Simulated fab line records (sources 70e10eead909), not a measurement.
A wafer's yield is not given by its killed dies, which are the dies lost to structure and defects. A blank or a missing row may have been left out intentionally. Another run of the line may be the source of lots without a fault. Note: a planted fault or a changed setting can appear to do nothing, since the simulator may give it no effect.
fab line records    flow nandHarc
[record] lots = 6  wafers = 18  lastDay = 33
route steps=1302 shown A_CHANNEL_HOLE_D2@577 A_CHANNEL_FILL_D2@610 END@1302
lots untouched by any fault: they come from a run of this same line in which no faults occurred
startH: start of the lot's first displayed wafer, in hours after the record's first day    waitH: time in hours since the lot's previous step    " the same as in the row above    L1.1+2: several wafers, shown together as one row    - no value, or no start given    * or withheld: withheld    < > ~ a bound
route shown NAME@n: names a module that has steps shown in the file, with the first one's number in the route    usual: mean/standard deviation of fault-free wafers    same: alike in all rows    chamber/n: place in a boat    sites: per-site readings    _std_site: the values' standard deviation    _edge_site: the outer-site mean with the inner-site mean subtracted    radiusMm: how far each site lies from the wafer's centre    mask NAME#n: copy n    behind: the last tool/chamber to shape the wafer    hold: why the lot was held/for how many hours/how that ended    device: transistor that didn't switch, given as n, p or np    end of line: the same wafers' tests at the end of the route    a step without rows: its recipe alone    killed: dies lost to structure and defects at the first sort, not the wafer's yield    map: shows each die of a wafer: x if killed, . if not, _ if none is there
set.NAME: the setting as run; set.NAME@STEP: as run at that earlier step    model.NAME: the simulator's own value behind a step, which no gauge read
lots at selected steps of the route; one table per step, one row per wafer
services: when a tool's chamber went out of use (startH, in hours from the record's first day, below 0 if earlier), for how many hours, and the reason
[[steps]]
[step NHARC_A_CHANNEL_HOLE_D2_SOFTBAKE_05]
[recipe] tempC = 105  timeS = 55
[step NHARC_A_CHANNEL_HOLE_D2_EBR_06]
[step NHARC_A_CHANNEL_HOLE_D2_EXPOSE_07]
[recipe] na = 1.35  targetCdNm = 100  sigmaOuter = 0.3  doseMj = 59.65  maskId = HOLE_D2
[step NHARC_A_CHANNEL_HOLE_D2_PEB_08]
[recipe] pebTempC = 100  pebTimeS = 65
[step NHARC_A_CHANNEL_HOLE_D2_DEVELOP_09]
[recipe] developTimeS = 35  devTempC = 23
[step NHARC_A_CHANNEL_HOLE_D2_CD_MEAS_10]
[recipe] targetCdNm = 100  landingEnergyEv = 500
[usual] cdNm = 100.0/0.49
lot.wafer  tool      chamber  startH  waitH  cdNm
L876.1     cdSem-01  0        338.72  -      99.7
L876.3     "         0        "       "      100.1
L876.4     "         0        "       "      100.1
L885.2     cdSem-02  0        439.73  -      100.0
L885.4     "         0        "       "      99.9
L885.6     "         0        "       "      100.4
L887.2     cdSem-01  0        449.18  -      99.8
L887.3     "         0        "       "      99.9
L887.5     "         0        "       "      100.3
L890.1     cdSem-02  0        481.67  -      100.2
L890.2     "         0        "       "      99.8
L890.6     "         0        "       "      99.9
L894.1     cdSem-02  0        512.21  -      100.6
L894.2     "         0        "       "      100.0
L894.5     "         0        "       "      99.9
L893.1     cdSem-02  0        513.82  -      99.9
L893.3     "         0        "       "      99.4
L893.4     "         0        "       "      100.2
[step NHARC_A_CHANNEL_HOLE_D2_OVL_MEAS_11]
[usual] overlayXNm = 0.4/1  overlayYNm = -0.1/0.84
lot.wafer  tool        chamber  startH  waitH  overlayXNm  overlayYNm
L876.1     overlay-01  -        338.81  -      1.2         -0.6
L876.3     "           -        "       "      0.2         -0.3
L876.4     "           -        "       "      1.1         -0.5
L885.2     overlay-02  -        439.81  -      0.1         0.6
L885.4     "           -        "       "      0.0         0.5
L885.6     "           -        "       "      0.4         1.0
L887.2     overlay-02  -        449.26  -      1.3         -1.7
L887.3     "           -        "       "      1.6         -2.4
L887.5     "           -        "       "      1.2         -1.5
L890.1     overlay-01  -        481.76  -      -0.2        0.4
L890.2     "           -        "       "      -0.2        0.8
L890.6     "           -        "       "      0.2         0.3
L894.1     overlay-01  -        512.30  -      0.3         0.1
L894.2     "           -        "       "      1.5         0.1
L894.5     "           -        "       "      1.1         0.0
L893.1     overlay-02  -        513.90  -      0.5         -0.8
L893.3     "           -        "       "      0.4         -0.8
L893.4     "           -        "       "      0.4         -0.2
[step NHARC_A_CHANNEL_HOLE_D2_INSPECT_12]
[usual] rawDefectCount = 29/22
lot.wafer  tool              chamber  startH  waitH  rawDefectCount
L876.1     defectInspect-01  -        338.85  0.0    7
L876.3     "                 -        "       "      6
L876.4     "                 -        "       "      7
L885.2     defectInspect-01  -        439.85  0.0    10
L885.4     "                 -        "       "      12
L885.6     "                 -        "       "      10
L887.2     defectInspect-01  -        449.30  0.0    10
L887.3     "                 -        "       "      15
L887.5     "                 -        "       "      6
L890.1     defectInspect-01  -        481.80  0.0    18
L890.2     "                 -        "       "      17
L890.6     "                 -        "       "      21
L894.1     defectInspect-02  -        512.34  0.0    21
L894.2     "                 -        "       "      34
L894.5     "                 -        "       "      38
L893.1     defectInspect-01  -        513.94  0.0    21
L893.3     "                 -        "       "      24
L893.4     "                 -        "       "      27
[step NHARC_A_CHANNEL_HOLE_D2_DESCUM_15]
[recipe] timeS = 3  o2FlowSccm = 200  arFlowSccm = 0  biasPowerW = 0  chemistry = O2
[step NHARC_A_CHANNEL_HOLE_D2_ETCH_38]
[recipe] targetDepthA = 390  overEtchFrac = 0.3  timeS = 65  ionEnergyEv = 80  cf4FlowSccm = 150  arFlowSccm = 0  rfW = 300  biasW = 100  chemistry = CF4
[step NHARC_A_CHANNEL_HOLE_D2_ETCH_39]
[recipe] targetDepthA = 2600  overEtchFrac = 0.3  timeS = 325  ionEnergyEv = 200  n2FlowSccm = 150  h2FlowSccm = 150  arFlowSccm = 0  rfW = 400  biasW = 150  chemistry = N2/H2
[step NHARC_A_CHANNEL_HOLE_D2_ETCH_34]
[recipe] targetDepthA = 1540  timeS = 77  cf4FlowSccm = 100  chf3FlowSccm = 30  arFlowSccm = 0  rfW = 500  biasW = 200  chemistry = CF4/CHF3
[step NHARC_A_CHANNEL_HOLE_D2_ETCH_16]
[recipe] targetDepthA = 31000  overEtchFrac = 0.3  timeS = 806  ionEnergyEv = 150  o2FlowSccm = 400  cosFlowSccm = 20  arFlowSccm = 0  rfW = 500  biasW = 300  chemistry = O2/COS
[usual] drypumpMotorCurrentA = 5.8/0.53  oesProductAu = 1.001/0.01  rfVppV = 313.9/1.7  showerheadPlenumPTorr = 3.11/0.1  throttleValvePct = 28.330/0.0089
lot.wafer  tool        chamber  startH  waitH  drypumpMotorCurrentA  oesProductAu  rfHoursCounterH  rfVppV  showerheadPlenumPTorr  throttleValvePct
L876.1     rieDiel-09  2        339.61  -      6.4                   0.982         0                314.3   3.18                   28.334
L876.3     "           3        "       "      5.2                   1.000         0                313.2   3.06                   28.341
L876.4     "           3        "       "      5.2                   1.008         -                313.7   3.06                   28.340
L885.4     rieDiel-08  2        440.49  -      6.7                   1.000         4                314.2   3.12                   28.328
L885.2     "           3        "       "      6.0                   1.012         4                316.6   3.30                   28.320
L885.6     "           2        "       "      6.7                   1.009         -                314.8   3.12                   28.326
L887.3     rieDiel-08  3        450.33  -      6.0                   0.995         5                315.8   3.30                   28.348
L887.2     "           0        "       "      5.5                   0.987         5                313.3   3.05                   28.327
L887.5     "           3        "       "      6.0                   1.001         -                316.2   3.30                   28.320
L890.2     rieDiel-09  0        482.50  -      4.9                   0.995         12               310.1   2.93                   28.335
L890.1     "           1        "       "      5.4                   0.992         7                314.3   3.11                   28.321
L890.6     "           3        "       "      5.2                   0.997         -                311.9   3.06                   28.332
L894.1     rieDiel-08  0        512.93  -      5.5                   0.998         7                313.7   3.05                   28.322
L894.2     "           2        "       "      6.7                   1.002         8                313.6   3.11                   28.336
L894.5     "           0        "       "      5.5                   0.996         -                314.2   3.05                   28.324
L893.3     rieDiel-04  1        514.70  -      5.7                   1.004         9                311.7   2.93                   28.334
L893.1     "           2        "       "      5.8                   1.001         8                314.1   3.21                   28.328
L893.4     "           2        "       "      5.8                   1.002         -                315.6   3.21                   28.327
[step NHARC_A_CHANNEL_HOLE_D2_CD_MEAS_18]
[usual] cdNm = 99.9/2.4
lot.wafer  tool      chamber  startH  waitH  cdNm
L876.1     cdSem-03  -        340.22  -      99.5
L876.3     "         -        "       "      99.3
L876.4     "         -        "       "      101.6
L885.2     cdSem-02  -        441.02  -      99.9
L885.4     "         -        "       "      99.9
L885.6     "         -        "       "      99.6
L887.2     cdSem-03  -        450.92  -      98.6
L887.3     "         -        "       "      94.5
L887.5     "         -        "       "      99.6
L890.1     cdSem-01  -        482.96  -      100.6
L890.2     "         -        "       "      100.0
L890.6     "         -        "       "      100.9
L894.1     cdSem-03  -        513.51  -      99.3
L894.2     "         -        "       "      98.9
L894.5     "         -        "       "      99.5
L893.1     cdSem-03  -        515.32  -      98.2
L893.3     "         -        "       "      100.8
L893.4     "         -        "       "      100.9
[step NHARC_A_CHANNEL_HOLE_D2_ETCH_19]
[recipe] biasV = 1200  sourceW = 2500  pressureMtorr = 15  timeS = 34.5  arFlowSccm = 375  c4f8FlowSccm = 28.8  o2FlowSccm = 96.2  tempC = -20  targetDepthA = *  chemistry = C4F8/O2/Ar
[step NHARC_A_CHANNEL_HOLE_D2_ETCH_20]
[recipe] biasV = 3000  sourceW = withheld  pressureMtorr = 20  timeS = 361.9  arFlowSccm = 375  c4f8FlowSccm = 89.3  o2FlowSccm = 35.7  tempC = -20  targetDepthA = 16000  chemistry = C4F8/O2/Ar
[usual] drypumpMotorCurrentA = 5.5/0.34  showerheadPlenumPTorr = 3.68/0.11  tempC = -20.01/0.097  throttleValvePct = 32.156/0.0097
lot.wafer  tool        chamber  startH  waitH  drypumpMotorCurrentA  rfHoursCounterH  showerheadPlenumPTorr  tempC   throttleValvePct
L876.1     harEtch-02  1        340.88  0.1    4.9                   382              3.49                   -19.88  32.146
L876.4     "           0        "       "      5.6                   -                3.67                   -20.13  32.146
L876.3     "           1        "       "      4.9                   -                3.49                   -19.89  32.124
L885.2     harEtch-01  1        441.20  0.1    5.8                   233              3.63                   -19.88  32.155
L885.4     "           0        "       "      5.5                   -                3.65                   -20.02  32.158
L885.6     "           0        "       "      5.5                   -                3.65                   -20.03  32.148
L887.2     harEtch-01  1        453.36  0.1    5.9                   245              3.63                   -19.98  32.155
L887.3     "           1        "       "      5.8                   -                3.63                   -19.93  32.152
L887.5     "           1        "       "      5.8                   -                3.63                   -19.94  32.149
L890.1     harEtch-02  1        485.57  0.1    4.9                   57               3.90                   -19.94  32.127
L890.2     "           0        "       "      5.6                   57               3.63                   -19.96  32.165
L890.6     "           1        "       "      4.9                   -                3.90                   -20.05  32.168
L894.1     harEtch-02  1        513.69  0.1    4.9                   72               3.89                   -19.95  32.157
L894.2     "           0        "       "      5.6                   72               3.62                   -20.16  32.150
L894.5     "           0        "       "      5.6                   -                3.62                   -19.94  32.153
L893.1     harEtch-01  0        515.56  0.1    5.5                   283              3.63                   -20.24  32.160
L893.4     "           1        "       "      5.9                   -                3.61                   -19.95  32.161
L893.3     "           0        "       "      5.5                   -                3.63                   -19.97  32.152
[step NHARC_A_CHANNEL_HOLE_D2_ETCH_21]
[recipe] biasV = 3000  sourceW = withheld  pressureMtorr = 20  timeS = 514.3  arFlowSccm = 375  c4f8FlowSccm = 89.3  o2FlowSccm = 35.7  tempC = -20  targetDepthA = 16000  chemistry = C4F8/O2/Ar
[step NHARC_A_CHANNEL_HOLE_D2_ETCH_22]
[recipe] biasV = 3000  sourceW = withheld  pressureMtorr = 20  timeS = 666.7  arFlowSccm = 375  c4f8FlowSccm = 89.3  o2FlowSccm = 35.7  tempC = -20  targetDepthA = 16000  chemistry = C4F8/O2/Ar
[step NHARC_A_CHANNEL_HOLE_D2_ETCH_23]
[recipe] biasV = 5000  sourceW = withheld  pressureMtorr = 20  timeS = 819  arFlowSccm = 375  c4f8FlowSccm = 89.3  o2FlowSccm = 35.7  tempC = -20  targetDepthA = 16000  chemistry = C4F8/O2/Ar
[step NHARC_A_CHANNEL_HOLE_D2_ETCH_24]
[recipe] biasV = 5000  sourceW = withheld  pressureMtorr = 20  timeS = 906.2  arFlowSccm = 375  c4f8FlowSccm = 93.8  o2FlowSccm = 31.2  tempC = -20  targetDepthA = 15000  chemistry = C4F8/O2/Ar
[step NHARC_A_CHANNEL_HOLE_D2_ETCH_25]
[recipe] biasV = 5000  sourceW = withheld  pressureMtorr = 20  timeS = 1040.2  arFlowSccm = 375  c4f8FlowSccm = 93.8  o2FlowSccm = 31.2  tempC = -20  targetDepthA = 15000  chemistry = C4F8/O2/Ar
[usual] drypumpMotorCurrentA = 5.5/0.34  showerheadPlenumPTorr = 3.68/0.11  tempC = -20.00/0.096  throttleValvePct = 32.236/0.0086
lot.wafer  tool        chamber  startH  waitH  drypumpMotorCurrentA  rfHoursCounterH  showerheadPlenumPTorr  tempC   throttleValvePct
L876.1     harEtch-02  1        343.74  0.7    4.9                   385              3.49                   -20.07  32.233
L876.4     "           0        "       "      5.6                   -                3.66                   -19.99  32.231
L876.3     "           1        "       "      4.9                   -                3.49                   -20.17  32.228
L885.2     harEtch-01  1        443.96  0.6    5.9                   236              3.63                   -19.99  32.240
L885.4     "           0        "       "      5.5                   -                3.65                   -20.00  32.231
L885.6     "           0        "       "      5.5                   -                3.65                   -20.02  32.244
L887.2     harEtch-01  1        456.14  0.6    5.9                   248              3.62                   -20.03  32.237
L887.3     "           1        "       "      5.9                   -                3.62                   -19.94  32.226
L887.5     "           1        "       "      5.9                   -                3.62                   -19.97  32.236
L890.1     harEtch-02  1        488.37  0.6    4.9                   60               3.89                   -19.96  32.249
L890.2     "           0        "       "      5.6                   60               3.62                   -20.01  32.234
L890.6     "           1        "       "      4.9                   -                3.89                   -19.94  32.223
L894.1     harEtch-02  1        516.47  0.6    4.9                   75               3.89                   -20.00  32.243
L894.2     "           0        "       "      5.6                   75               3.62                   -19.93  32.218
L894.5     "           0        "       "      5.6                   -                3.62                   -19.96  32.227
L893.1     harEtch-01  0        518.43  0.7    5.5                   286              3.62                   -20.05  32.250
L893.4     "           1        "       "      5.9                   -                3.60                   -20.07  32.233
L893.3     "           0        "       "      5.5                   -                3.62                   -19.91  32.237
[step NHARC_A_CHANNEL_HOLE_D2_ETCH_26]
[recipe] biasV = 300  sourceW = 2000  pressureMtorr = 30  timeS = 224.1  arFlowSccm = 375  c4f8FlowSccm = 11.4  o2FlowSccm = 113.6  tempC = -20  targetDepthA = 3000  chemistry = C4F8/O2/Ar
[step NHARC_A_CHANNEL_HOLE_D2_ETCH_27]
[recipe] biasV = 400  sourceW = 2000  pressureMtorr = 25  timeS = 90  arFlowSccm = 375  c4f8FlowSccm = 41.7  o2FlowSccm = 83.3  tempC = -20  targetDepthA = 4000  chemistry = C4F8/O2/Ar
[usual] drypumpMotorCurrentA = 5.5/0.34  showerheadPlenumPTorr = 3.72/0.12  tempC = -20.01/0.099  throttleValvePct = 27.619/0.0089
lot.wafer  tool        chamber  startH  waitH  drypumpMotorCurrentA  rfHoursCounterH  showerheadPlenumPTorr  tempC   throttleValvePct
L876.1     harEtch-02  1        344.71  0.2    4.9                   386              3.52                   -20.01  27.614
L876.4     "           0        "       "      5.6                   -                3.71                   -20.10  27.627
L876.3     "           1        "       "      4.9                   -                3.52                   -20.05  27.618
L885.2     harEtch-01  1        445.04  0.2    5.9                   237              3.67                   -20.07  27.631
L885.4     "           0        "       "      5.5                   -                3.69                   -19.95  27.607
L885.6     "           0        "       "      5.5                   -                3.69                   -19.98  27.625
L887.2     harEtch-01  1        457.20  0.2    5.8                   249              3.66                   -20.05  27.629
L887.3     "           1        "       "      5.8                   -                3.66                   -19.98  27.619
L887.5     "           1        "       "      5.8                   -                3.66                   -19.94  27.629
L890.1     harEtch-02  1        489.44  0.2    4.9                   61               3.94                   -19.99  27.616
L890.2     "           0        "       "      5.6                   61               3.67                   -20.02  27.623
L890.6     "           1        "       "      4.9                   -                3.95                   -19.91  27.617
L894.1     harEtch-02  1        517.55  0.2    4.9                   76               3.94                   -19.99  27.626
L894.2     "           0        "       "      5.6                   76               3.66                   -20.27  27.632
L894.5     "           0        "       "      5.6                   -                3.66                   -20.04  27.612
L893.1     harEtch-01  0        519.40  0.2    5.5                   287              3.66                   -20.18  27.614
L893.4     "           1        "       "      5.8                   -                3.64                   -19.93  27.623
L893.3     "           0        "       "      5.5                   -                3.66                   -20.07  27.622
[step NHARC_A_CHANNEL_HOLE_D2_STRIP_41]
[recipe] n2FlowSccm = 150  h2FlowSccm = 150  arFlowSccm = 0  biasW = 0  chemistry = N2/H2
[step NHARC_A_CHANNEL_HOLE_D2_STRIP_42]
[recipe] cf4FlowSccm = 100  chf3FlowSccm = 30  arFlowSccm = 0  biasW = 0  chemistry = CF4/CHF3
[step NHARC_A_CHANNEL_HOLE_D2_STRIP_43]
[recipe] o2FlowSccm = 400  cosFlowSccm = 20  arFlowSccm = 0  biasW = 0  chemistry = O2/COS
[step NHARC_A_CHANNEL_HOLE_D2_ETCH_44]
[recipe] targetDepthA = 1400  overetchA = 140  timeS = 77  ionEnergyEv = 100  cf4FlowSccm = 80  o2FlowSccm = 20  arFlowSccm = 0  rfW = 300  biasW = 100  chemistry = CF4/O2
[step NHARC_A_CHANNEL_HOLE_D2_STRIP_28]
[recipe] o2FlowSccm = 500  arFlowSccm = 0  biasW = 0  chemistry = O2
[usual] drypumpMotorCurrentA = 5.9/0.49  oesProductAu = 1.000/0.011  rfVppV = 57.8/0.91  showerheadPlenumPTorr = 3.52/0.12  throttleValvePct = 17.037/0.0084
lot.wafer  tool        chamber  startH  waitH  drypumpMotorCurrentA  oesProductAu  rfHoursCounterH  rfVppV  showerheadPlenumPTorr  throttleValvePct
L876.4     rieDiel-08  1        -       -      5.9                   1.007         9                58.0    3.58                   17.026
L876.3     "           2        "       "      6.7                   1.034         8                58.4    3.52                   17.027
L876.1     "           3        "       "      6.0                   1.012         7                58.1    3.73                   17.027
L885.2     rieDiel-09  2        -       -      6.4                   0.988         8                57.6    3.59                   17.039
L885.4     "           0        "       "      4.9                   0.993         8                55.7    3.32                   17.037
L885.6     "           1        "       "      5.4                   0.982         -                58.3    3.52                   17.036
L887.2     rieDiel-08  0        -       -      5.5                   0.994         5                57.5    3.45                   17.047
L887.3     "           1        "       "      5.9                   1.006         5                56.4    3.57                   17.024
L887.5     "           2        "       "      6.7                   1.006         -                59.7    3.52                   17.032
L890.2     rieDiel-09  0        -       -      4.9                   0.990         13               55.7    3.31                   17.028
L890.1     "           1        "       "      5.4                   1.008         8                56.6    3.52                   17.041
L890.6     "           2        "       "      6.4                   0.986         -                58.0    3.58                   17.039
L894.2     rieDiel-04  0        -       -      5.6                   1.006         10               58.0    3.54                   17.025
L894.1     "           2        "       "      5.8                   1.003         8                56.1    3.63                   17.042
L894.5     "           2        "       "      5.8                   1.007         -                58.3    3.63                   17.032
L893.3     rieDiel-08  2        -       -      6.8                   1.006         8                58.0    3.52                   17.031
L893.4     "           0        "       "      5.5                   0.996         8                56.8    3.45                   17.046
L893.1     "           1        "       "      6.0                   1.006         8                56.8    3.57                   17.039
[step NHARC_A_CHANNEL_HOLE_D2_PRECLEAN_29]
[recipe] timeS = *  tempC = 50  bathAgeMin = 0  chemistry = SC1
[step NHARC_A_CHANNEL_HOLE_D2_SRD_30]
[step NHARC_A_CHANNEL_HOLE_D2_CD_MEAS_31]
[usual] cdNm = 89.9/1.3
lot.wafer  tool      chamber  startH  waitH  cdNm
L876.1     cdSem-01  -        346.22  -      88.8
L876.3     "         -        "       "      88.5
L876.4     "         -        "       "      90.8
L885.2     cdSem-02  -        446.58  -      88.3
L885.4     "         -        "       "      89.5
L885.6     "         -        "       "      91.3
L887.2     cdSem-01  -        458.75  -      90.6
L887.3     "         -        "       "      88.8
L887.5     "         -        "       "      90.6
L890.1     cdSem-02  -        490.98  -      91.0
L890.2     "         -        "       "      90.1
L890.6     "         -        "       "      92.1
L894.1     cdSem-02  -        519.24  -      90.7
L894.2     "         -        "       "      89.5
L894.5     "         -        "       "      88.9
L893.1     cdSem-01  -        520.91  -      91.1
L893.3     "         -        "       "      88.1
L893.4     "         -        "       "      88.7
[step NHARC_A_CHANNEL_HOLE_D2_XSEM_32]
[recipe] landingEnergyEv = 35000
[usual] botCdNm = 74.4/1.4  bowNm = 8.64/0.27  tiltDeg = 0.05/0.041
lot.wafer  tool     chamber  startH  waitH  botCdNm  bowNm  tiltDeg
L876.1     xsem-02  0        346.31  0.1    74.2     8.30   0.06
L876.3     "        0        "       "      73.5     8.24   0.06
L876.4     "        0        "       "      76.3     8.30   0.06
L885.2     xsem-02  0        446.67  0.1    72.6     9.28   0.02
L885.4     "        0        "       "      73.4     9.09   0.03
L885.6     "        0        "       "      76.0     9.05   0.02
L887.2     xsem-02  0        458.84  0.1    75.7     8.59   -0.01
L887.3     "        0        "       "      73.7     8.66   -0.01
L887.5     "        0        "       "      75.5     8.51   -0.01
L890.1     xsem-02  0        491.08  0.1    75.5     8.08   0.07
L890.2     "        0        "       "      76.0     8.06   0.07
L890.6     "        0        "       "      76.5     7.98   0.07
L894.1     xsem-02  0        519.34  0.1    74.7     9.07   0.07
L894.2     "        0        "       "      74.2     9.09   0.07
L894.5     "        0        "       "      73.5     9.05   0.07
L893.1     xsem-01  0        521.00  0.1    75.0     8.98   0.01
L893.3     "        0        "       "      71.3     9.00   0.01
L893.4     "        0        "       "      72.3     8.97   0.01
[step NHARC_A_CHANNEL_HOLE_D2_INSPECT_40]
[usual] rawDefectCount = 280/83
lot.wafer  tool              chamber  startH  waitH  rawDefectCount
L876.1     defectInspect-02  -        346.41  -      303
L876.3     "                 -        "       "      296
L876.4     "                 -        "       "      279
L885.2     defectInspect-01  -        446.77  -      760
L885.4     "                 -        "       "      841
L885.6     "                 -        "       "      805
L887.2     defectInspect-01  -        458.94  -      805
L887.3     "                 -        "       "      759
L887.5     "                 -        "       "      842
L890.1     defectInspect-02  -        491.17  -      217
L890.2     "                 -        "       "      251
L890.6     "                 -        "       "      156
L894.1     defectInspect-01  -        519.43  -      193
L894.2     "                 -        "       "      217
L894.5     "                 -        "       "      208
L893.1     defectInspect-01  -        521.11  -      211
L893.3     "                 -        "       "      336
L893.4     "                 -        "       "      226
[step NHARC_A_CHANNEL_FILL_D2_PRECLEAN_00]
[recipe] timeS = *  tempC = 50  bathAgeMin = 0  chemistry = SC1
[step NHARC_END_SORT_01]
[recipe] tempC = 25
[usual] killedAtArray = 55/12  killedAtOther = 1.0/1.2  killedAtPeriphery = 3.9/2.6  killedDies = 60/12  killedOpen = 3.3/1.9  killedShort = 2.5/1.8
[same] grossDies = 677
lot.wafer  tool       chamber  startH  waitH  killedAtArray  killedAtOther  killedAtPeriphery  killedDies  killedOpen  killedShort
L887.2     prober-02  0        706.45  2.8    110            1              2                  113         0           4
L887.3     prober-02  0        707.25  3.1    111            0              1                  112         2           0
L887.5     prober-02  0        708.84  3.7    114            0              1                  115         2           2
L885.2     prober-01  0        706.49  2.8    114            0              2                  116         2           1
L885.4     prober-01  0        708.10  3.4    102            3              2                  107         3           4
L885.6     prober-01  0        709.70  4.0    86             1              2                  89          6           0
// killed by level:class
L887.2 A_CHANNEL_HOLE_D2:unspecified=52 A_SLIT:chamberFilmFlake=26 A_CHANNEL_HOLE_D2:chamberFilmFlake=19 A_CHANNEL_HOLE_D1:chamberFilmFlake=6 A_CONTACT:chamberFilmFlake=3 P_M1:geometricParticle:short=1 A_CHANNEL_HOLE_D1:geometricParticle:short=1 A_ONON_D2:geometricParticle:short=1
L885.2 A_CHANNEL_HOLE_D2:unspecified=65 A_CHANNEL_HOLE_D2:chamberFilmFlake=19 A_CHANNEL_HOLE_D1:chamberFilmFlake=9 A_CONTACT:chamberFilmFlake=8 A_SLIT:chamberFilmFlake=6 A_STAIRCASE:chamberFilmFlake=3 P_M0:geometricParticle:open=2 A_CHANNEL_FILL_D2:chamberFilmFlake=2
L887.3 A_CHANNEL_HOLE_D2:unspecified=60 A_SLIT:chamberFilmFlake=24 A_CHANNEL_HOLE_D2:chamberFilmFlake=17 A_CHANNEL_HOLE_D1:chamberFilmFlake=4 A_CONTACT:chamberFilmFlake=3 A_CHANNEL_FILL_D1:geometricParticle:open=1 A_M0:geometricParticle:open=1 P_M2:chamberFilmFlake=1
L885.4 A_CHANNEL_HOLE_D2:unspecified=59 A_CHANNEL_HOLE_D2:chamberFilmFlake=22 A_CHANNEL_HOLE_D1:chamberFilmFlake=6 A_CONTACT:chamberFilmFlake=5 A_M0:geometricParticle:open=2 THIN_TSV:chamberFilmFlake=2 A_STAIRCASE:chamberFilmFlake=2 P_CONTACT:geometricParticle:short=1
L887.5 A_CHANNEL_HOLE_D2:unspecified=64 A_SLIT:chamberFilmFlake=25 A_CHANNEL_HOLE_D2:chamberFilmFlake=15 A_CHANNEL_HOLE_D1:chamberFilmFlake=2 A_CONTACT:chamberFilmFlake=2 A_ONON_D2:geometricParticle:short=1 A_WL_FILL:geometricParticle:open=1 A_CONTACT:geometricParticle:short=1
L885.6 A_CHANNEL_HOLE_D2:unspecified=54 A_CHANNEL_HOLE_D2:chamberFilmFlake=16 A_CHANNEL_HOLE_D1:chamberFilmFlake=5 A_SLIT:chamberFilmFlake=3 A_CONTACT:chamberFilmFlake=3 A_DECK1_JOINT:geometricParticle:open=2 P_CONTACT:geometricParticle:open=1 A_CHANNEL_HOLE_D1:geometricParticle:open=1
// map L885.2 (x killed, . not)
____________x____________
_________..xxxxx_________
_______....xxxxxxx_______
______.x...xxxxxxxx______
_____....xxxxxxxxxx._____
____........xxxxxx.x.____
____.......xxxxxxxx..____
___........xxxxxxx....___
___.........xxxxx.x...___
__...........xxxxx.....__
__....x.....x..........__
_.x...x......x.........._
_..xxxxxx..............._
_...xx..x..............._
_x.xxxxx..x............._
_..x.xx.x..............._
..x.xxx.......x..........
....xx..x................
.x.......................
x........................
.........................
_...x................x.x_
_....................x.._
_......................._
_......................._
_...x..x..........x....._
__....................x__
__.x.............x.....__
___...................___
___...................___
____..........x.....x____
____.................____
_____............x.x_____
______.............______
_______...x...x..._______
_________......._________
____________.____________
// map L887.5 (x killed, . not)
____________x____________
_________..xxxxx_________
_______..x.xxxxxxx_______
______.x..x.xxxxxxx______
_____......xxxxxxxxx_____
____.......xxxxxxxxxx____
____........xxxxxxx..____
___........xxxxxx.....___
___.x..x...x.xxxxx.x..___
__..x........xxxx......__
__x.xxx................__
_.xxxxxx................_
_.xxxxx.x..............._
_..xxxxx.x.............._
_...x.x.x..............._
_..xxxx................._
......xx.................
....xxxx.................
...x.xx..................
......x..................
.........................
_......................x_
_..x...................._
_......................x_
_....................x.._
_......................._
__...x.................__
__.....................__
___...................___
___.......x...........___
____.................____
____.................____
_____..............._____
______...........x.______
_______..........._______
_________......._________
____________.____________
[[services]]
tool        chamber  startH  hours  kind
rieDiel-09  -        320.10  9.0    pm
rieDiel-08  0        322.30  -      clean
rieDiel-08  1        322.30  -      clean
rieDiel-08  2        322.30  -      clean
rieDiel-08  3        322.30  -      clean
rieDiel-09  1        334.70  35.7   repair
xsem-01     -        345.20  3.6    repair
rieDiel-04  -        354.90  9.0    pm
rieDiel-08  0        367.15  6.7    repair
rieDiel-08  -        367.80  9.0    pm
rieDiel-09  3        371.86  5.8    repair
xsem-01     -        374.00  14.0   pm
harEtch-02  -        377.00  17.0   pm
harEtch-02  0        377.00  17.0   ventCycle
harEtch-02  1        377.00  17.0   ventCycle
harEtch-02  0        394.00  -      clean
harEtch-02  0        394.00  -      consumableReplace:focusRing
harEtch-02  1        394.00  -      clean
harEtch-02  1        394.00  -      consumableReplace:focusRing
harEtch-02  1        394.00  -      consumableReplace:showerhead
rieDiel-09  0        429.05  6.6    repair
rieDiel-04  -        476.52  1.2    repair
rieDiel-09  3        493.35  17.7   repair
rieDiel-09  -        497.10  9.0    pm
[[key]]
[firstSign] step = NHARC_A_CHANNEL_HOLE_D2_INSPECT_40  reading = rawDefectCount  direction = up  sigmas = 6.2  usual = 280  struck = 802
[effect] step = NHARC_END_SORT_01  reading = killedAtArray  direction = up  sigmas = 4.3  usual = 55  struck = 106
[moreKillsBornAt] NHARC_A_CHANNEL_HOLE_D2_ETCH_16@rieDiel-08 = 354
metAt NHARC_A_CHANNEL_HOLE_D2_ETCH_16
struckWafers L885.2,L885.4,L885.6,L887.2,L887.3,L887.5
testerLeftOut L885,L887
[fault] kind = chamberParticleSource  tool = rieDiel-08  chamber = -  onsetH = 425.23  steps = NHARC_A_CHANNEL_HOLE_D2_ETCH_16  ratePerVisitCm2 = 0.84597  endH = 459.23
// testerLeftOut: of these lots the tester's yield and bins aren't shown, on N5 and GAA mostly nor the transistor test; their killed dies are dies lost to structure and defects alone, not to doping, threshold or leakage, so they don't give the yield
